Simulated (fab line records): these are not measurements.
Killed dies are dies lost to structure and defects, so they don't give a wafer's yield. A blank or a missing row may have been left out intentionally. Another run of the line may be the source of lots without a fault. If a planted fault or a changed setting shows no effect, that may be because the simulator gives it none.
Which tool is to blame? -- flow n5Finfet -- Sampling: 9 lots, 27 wafers, 7 of 1938 route steps

== WHAT EACH GAUGE READ, for each wafer ==
N5_BEOL_M4_RC_MEAS_101.
lot,measured,on,DIBL_N (mV/V),DIBL_P (mV/V),IOFF_N (nA/um),IOFF_P (nA/um),ION_N (uA/um),ION_P (uA/um),SS_N (mV/dec),SS_P (mV/dec),VT_N (mV),VT_P (mV)
L658,day 8 18:02,prober-02,36.8 35.1 34.9,36.4 34.4 34.6,0.15 0.13 0.13,0.20 0.18 0.18,654 664 668,452 455 459,72.1 70.7 71.4,73.0 72.6 73.1,254 253 253,-254 -253 -253
L662,day 9 10:14,prober-01,33.6 36.4 35.0,31.7 35.0 34.1,0.10 0.14 0.12,0.16 0.21 0.20,667 675 663,464 462 462,70.8 72.4 70.9,71.8 72.9 72.1,257 252 255,-254 -248 -249
L661,day 9 15:16,prober-02,39.5 39.9 36.4,38.3 38.0 35.1,0.19 0.22 0.16,0.27 0.27 0.22,675 672 677,465 460 470,72.0 72.6 70.3,73.3 73.2 72.6,249 247 251,-247 -244 -247
L664,day 9 22:16,prober-01,35.1 34.2 34.3,35.4 34.7 32.9,0.14 0.13 0.11,0.20 0.19 0.15,681 668 656,474 459 449,71.3 71.3 71.3,72.9 73.1 72.6,250 254 259,-250 -251 -254
L665,day 13 07:37,prober-01,38.0 39.8 36.5,36.9 38.6 34.7,0.18 0.22 0.15,0.25 0.28 0.21,688 686 667,464 470 458,71.5 72.1 71.7,73.6 74.4 72.7,248 247 251,-250 -246 -250
L671,day 14 01:24,prober-01,38.9 36.9 37.8,37.9 34.5 36.4,0.18 0.15 0.15,0.24 0.19 0.22,673 673 648,462 456 451,71.4 71.2 72.2,74.0 73.6 74.2,248 249 253,-249 -252 -252
L667,day 14 08:04,prober-02,37.1 37.9 36.8,36.4 38.7 35.7,0.16 0.19 0.15,0.20 0.26 0.21,672 674 676,461 468 469,72.1 71.9 71.6,73.9 74.0 73.9,255 250 251,-252 -248 -250
L676,day 14 12:35,prober-02,35.8 34.3 36.3,36.4 34.6 36.0,0.15 0.13 0.15,0.23 0.19 0.21,676 673 676,469 465 465,72.4 71.7 72.0,73.1 72.1 72.5,251 253 251,-249 -250 -249
L666,day 14 14:58,prober-01,36.0 35.6 36.2,36.1 35.3 35.1,0.17 0.16 0.17,0.25 0.23 0.22,686 681 678,473 468 467,71.2 71.7 71.7,72.8 72.9 73.2,246 247 247,-243 -249 -248

N5_BEOL_M11_OCD_MEAS_38.
lot,measured,on,trenchDepthNm (nm)
L658,day 10 16:14,ocd-01,146.8 145.4 149.1
L662,day 11 02:57,ocd-02,148.1 151.4 147.0
L661,day 11 07:06,ocd-02,152.1 150.0 149.2
L664,day 11 17:17,ocd-01,147.9 147.7 143.8
L665,day 15 18:40,ocd-02,148.3 150.7 145.1
L671,day 16 12:07,ocd-02,143.7 150.5 147.7
L667,day 17 03:13,ocd-02,144.4 149.0 148.7
L676,day 17 05:23,ocd-02,146.6 146.2 142.1
L666,day 17 17:27,ocd-02,153.6 154.6 148.4

N5_BEOL_M12_THK_MEAS_01.
lot,measured,on,M12_ILD_THK (nm)
L658,day 10 18:52,filmMetro-02,650 659 665
L662,day 11 05:12,filmMetro-02,653 644 654
L661,day 11 09:19,filmMetro-01,662 666 668
L664,day 11 21:12,filmMetro-02,667 662 663
L665,day 15 22:57,filmMetro-02,654 672 664
L671,day 16 15:37,filmMetro-01,657 652 665
L667,day 17 07:22,filmMetro-02,555 657 668
L676,day 17 07:47,filmMetro-02,664 663 684
L666,day 17 20:28,filmMetro-02,547 664 564

N5_BEOL_M12_OCD_MEAS_35.
lot,measured,on,trenchDepthNm (nm)
L658,day 10 20:58,ocd-01,322 328 319
L662,day 11 08:55,ocd-02,324 320 325
L661,day 11 11:21,ocd-01,324 320 322
L664,day 11 23:08,ocd-01,310 318 328
L665,day 16 00:55,ocd-01,318 316 323
L671,day 16 18:09,ocd-02,322 320 315
L667,day 17 09:13,ocd-01,236 326 321
L676,day 17 09:38,ocd-02,316 315 313
L666,day 17 22:35,ocd-01,229 313 247

== WHAT TOOL EACH LOT RAN ON (gives the tool, then ch and the chambers of the sampled wafers, and finally the start) ==
lot,N5_BEOL_M11_ETCH_41,N5_BEOL_M11_CURE_72,N5_BEOL_M12_ILD_DEP_00
L658,"rieDiel-01 ch 1,2,3, day 10 16:14 or earlier","uvCure-01 ch 2, day 10 16:27","pecvd-04 ch 1,2, day 10 18:43"
L662,"rieDiel-06 ch 0,2,3, day 11 02:57 or earlier","uvCure-02 ch 0, day 11 03:11","pecvd-01 ch 1,2, day 11 05:04"
L661,"rieDiel-05 ch 0,3, day 11 07:06 or earlier","uvCure-02 ch 2, day 11 07:21","pecvd-02 ch 0,2, day 11 09:11"
L664,"rieDiel-06 ch 0,1,3, day 11 17:17 or earlier","uvCure-03 ch 0, day 11 17:29","pecvd-04 ch 0,1,2, day 11 21:04"
L665,"rieDiel-06 ch 0,1,2, day 15 18:40 or earlier","uvCure-02 ch 1, day 15 18:54","pecvd-01 ch 2, day 15 22:45"
L671,"rieDiel-06 ch 0,1,3, day 16 12:07 or earlier","uvCure-01 ch 2, day 16 12:19","pecvd-02 ch 0,1,2, day 16 15:29"
L667,"rieDiel-06 ch 0,1,3, day 17 03:13 or earlier","uvCure-03 ch 0, day 17 03:26","pecvd-02 ch 0,1,2, day 17 07:14"
L676,"rieDiel-05 ch 1,3, day 17 05:23 or earlier","uvCure-03 ch 1, day 17 05:35","pecvd-04 ch 0,2, day 17 07:39"
L666,"rieDiel-05 ch 0,2,3, day 17 17:27 or earlier","uvCure-01 ch 0, day 17 17:44","pecvd-02 ch 0,1, day 17 20:20"
- N5_BEOL_M11_ETCH_41: etches SiCN in CH3F/O2, target depth 42.6 nm, time 86 s.
- N5_BEOL_M11_CURE_72: cures SiCOH lowk, time 120 s.
- N5_BEOL_M12_ILD_DEP_00: deposits SiOC from DEMS/O2, target thk 658.92 nm, time 130.7 s.

== AS READ BY THE TOOLS THEMSELVES (means over the sampled wafers that have a number; for cases with no such wafer, the mark the record gives instead) ==
N5_BEOL_M11_ETCH_41.
lot,tool,drypumpMotorCurrentA (A),oesProductAu (a.u.),rfVppV (V),showerheadPlenumPTorr (Torr),throttleValvePct (%)
L658,rieDiel-01,5.1,0.70,297.7,2.01,16.56
L662,rieDiel-06,6.1,0.81,298.4,2.02,16.18
L661,rieDiel-05,5.5,0.82,298.2,2.04,16.46
L664,rieDiel-06,5.7,0.74,297.7,2.02,16.34
L665,rieDiel-06,6.1,0.76,298.2,2.00,16.23
L671,rieDiel-06,5.8,0.72,296.6,2.01,16.39
L667,rieDiel-06,5.8,0.72,298.0,2.01,16.39
L676,rieDiel-05,5.5,0.79,298.4,2.04,16.43
L666,rieDiel-05,5.7,0.90,300.0,2.10,16.30

N5_BEOL_M11_CURE_72.
lot,tool,lampPowerPct (%),wafer_temp_C_max
L658,uvCure-01,52.33,373.4
L662,uvCure-02,52.28,372.2
L661,uvCure-02,52.33,371.0
L664,uvCure-03,52.31,372.7
L665,uvCure-02,52.33,372.1
L671,uvCure-01,52.30,372.6
L667,uvCure-03,52.34,372.9
L676,uvCure-03,52.28,371.6
L666,uvCure-01,52.29,373.2

N5_BEOL_M12_ILD_DEP_00.
lot,tool,chamberPressureTorr (Torr),heaterPowerOuterW (W),heaterPowerW (W),showerheadPlenumPTorr (Torr),throttleValvePct (%)
L658,pecvd-04,5.000,179,379,5.697,11.0
L662,pecvd-01,5.006,336,626,5.681,11.6
L661,pecvd-02,5.005,260,496,5.688,12.3
L664,pecvd-04,4.992,228,449,5.693,11.8
L665,pecvd-01,5.003,406,715,5.666,11.5
L671,pecvd-02,4.997,285,534,5.685,12.3
L667,pecvd-02,5.010,263,509,5.688,12.3
L676,pecvd-04,4.990,187,405,5.686,11.4
L666,pecvd-02,4.988,249,466,5.688,12.3

== THE ANSWER, worked out from the rows above alone ==
Rule: the lots themselves supply what counts as usual. Put in order of their means at a reading, lots are off if they are a third of the lots or fewer, leave a main group of 4 or more, and stand apart from it by a gap of 3 or more times the standard deviation of the main group's means; of several such gaps the widest counts. A main group whose means are all the same, to the digits that the tables above print for the reading, isn't used. Also off: a lot with no number at a reading for which 4 or more lots have one. All remaining lots with rows at the step are treated as sound. After the gauges, taken in route order, come the tools' own readings; for these a lot's mean is taken, as printed above. The first step at which some lot is off is used, and at that step the reading that is off furthest; a lot without a number counts as furthest.
Off: L667, L666, at N5_BEOL_M12_THK_MEAS_01 (M12_ILD_THK). For the main group the mean is 661 nm and the standard deviation 6.
A tool fits if, at a process step before that reading, it ran every lot that is off, and no sound lot after the first of them. The gauges at N5_BEOL_M12_THK_MEAS_01 aren't tried: what is off there is off at N5_BEOL_M12_OCD_MEAS_35 too, on other tools, and a gauge's error can't cause that. Because N5_BEOL_M11_ETCH_41 lacks a start for some lots, the hours and order of its lots are taken from N5_BEOL_M11_OCD_MEAS_38. One fits: pecvd-02 at N5_BEOL_M12_ILD_DEP_00. Its last sound lot is L671 (day 16 15:29), its first lot that is off L667 (day 17 07:14): a fault that began between those two fits.

== WHAT WAS PUT IN BY THE SIMULATOR ==
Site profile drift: pecvd-02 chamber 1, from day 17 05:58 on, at N5_BEOL_M12_ILD_DEP_00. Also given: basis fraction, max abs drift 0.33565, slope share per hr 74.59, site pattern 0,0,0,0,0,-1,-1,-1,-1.
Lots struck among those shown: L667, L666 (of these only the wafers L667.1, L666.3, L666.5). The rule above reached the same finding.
